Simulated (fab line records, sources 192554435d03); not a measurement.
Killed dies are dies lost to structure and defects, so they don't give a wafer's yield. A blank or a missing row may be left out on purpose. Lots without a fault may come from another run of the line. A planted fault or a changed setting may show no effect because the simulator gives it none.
Split-lot experiment | flow n5_finfet | 7 lots, 21 wafers read, on a route of 1938 steps

THE SPLIT
At N5_BEOL_M11_ILD_DEP_00 (deposits SiCOH lowk from DEMS/porogen, target thk 308.51 nm, time 58 s), the setting time_s was moved away from the recipe's 58 s on 6 of the 21 wafers read, by -15.0% to +5.7%. The other wafers ran this setting at the recipe's value.

FROM THE SPLIT TO THE READING: what the file shows between them, 1 step
- N5_BEOL_M11_CURE_71: cures SiCOH lowk, time 240 s

THE READING
M11_ILD_THK, in nm, at N5_BEOL_M11_THK_MEAS_01. Fault-free wafers of this fab line usually give 267 nm, standard deviation 3.7 nm.

wafer  | tool, chamber at the split | time_s as run, s | against the recipe | M11_ILD_THK, nm | against lot-mates on the recipe
L076.3 | pecvd-04, 1                | 58               | recipe             | 265             | -
L076.4 | pecvd-04, 0                | 58               | recipe             | 274             | -
L076.6 | pecvd-04, 2                | 58               | recipe             | 271             | -
L079.1 | pecvd-02, 1                | 58               | recipe             | 271             | -
L079.4 | pecvd-02, 0                | 58               | recipe             | 267             | -
L079.6 | pecvd-02, 1                | 58               | recipe             | 273             | -
L086.1 | pecvd-04, 1                | 58               | recipe             | 263             | -
L086.2 | pecvd-04, 0                | 50.65            | -12.7%             | 233             | -32
L086.3 | pecvd-04, 2                | 58               | recipe             | 266             | -
L091.1 | pecvd-02, 1                | 58               | recipe             | 267             | -
L091.2 | pecvd-02, 0                | 51.41            | -11.4%             | 229             | -38
L091.4 | pecvd-02, 0                | 51.41            | -11.4%             | 237             | -30
L094.1 | pecvd-02, 2                | 49.31            | -15.0%             | 227             | -41
L094.2 | pecvd-02, 1                | 58               | recipe             | 265             | -
L094.6 | pecvd-02, 1                | 58               | recipe             | 271             | -
L092.2 | pecvd-02, 1                | 58               | recipe             | 268             | -
L092.4 | pecvd-02, 2                | 61.32            | +5.7%              | 291             | +22
L092.6 | pecvd-02, 1                | 58               | recipe             | 271             | -
L096.1 | pecvd-02, 1                | 53.39            | -7.9%              | 247             | -18
L096.2 | pecvd-02, 0                | 58               | recipe             | 262             | -
L096.6 | pecvd-02, 0                | 58               | recipe             | 267             | -

THE FIT
A straight line over all 21 wafers: M11_ILD_THK changes by +2.95 nm for each +1% of time_s; r = +0.98; the points scatter about the line by 3.8 nm.
The same after taking each lot's own level away (the mean of its wafers on the recipe; 21 wafers): +2.81 nm for each +1%; r = +0.98; scatter 3.3 nm.
On that fit, the largest move of time_s shifts the reading by 42 nm.
The lots' own levels span 264.5 to 270.3 nm, that is 1.6 times the standard deviation above.
So the lot-to-lot level changes the slope little: the two slopes agree.
Check: with one of the wafers moved furthest among these (-15.0%) left out of the fit, the line predicts -41.8 nm for it against its lot-mates. It came out at -41 nm against them.

THE WHOLE CHAIN: every reading that the file lists as answering this split, in the file's order
step                    | what it does                                                           | reading                                                                                   | change (the file's fit)              | r (the file's)
N5_BEOL_M11_ILD_DEP_00  | deposits SiCOH lowk from DEMS/porogen, target thk 308.51 nm, time 58 s | SiCOH_lowk_of_BEOL_M11_ILD_DEP_00.thk_nm (the simulator's own value, which no gauge read) | +3.08 nm for each +1% of the setting | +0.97
N5_BEOL_M11_CURE_71     | cures SiCOH lowk, time 240 s                                           | SiCOH_lowk_of_BEOL_M11_ILD_DEP_00.thk_nm (the simulator's own value, which no gauge read) | +2.72 nm for each +1% of the setting | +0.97
N5_BEOL_M11_THK_MEAS_01 |                                                                        | M11_ILD_THK                                                                               | +2.71 for each +1% of the setting    | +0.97

THE FILE'S OWN FIT
M11_ILD_THK changes by +2.71 nm for each +1% of time_s, r = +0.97.
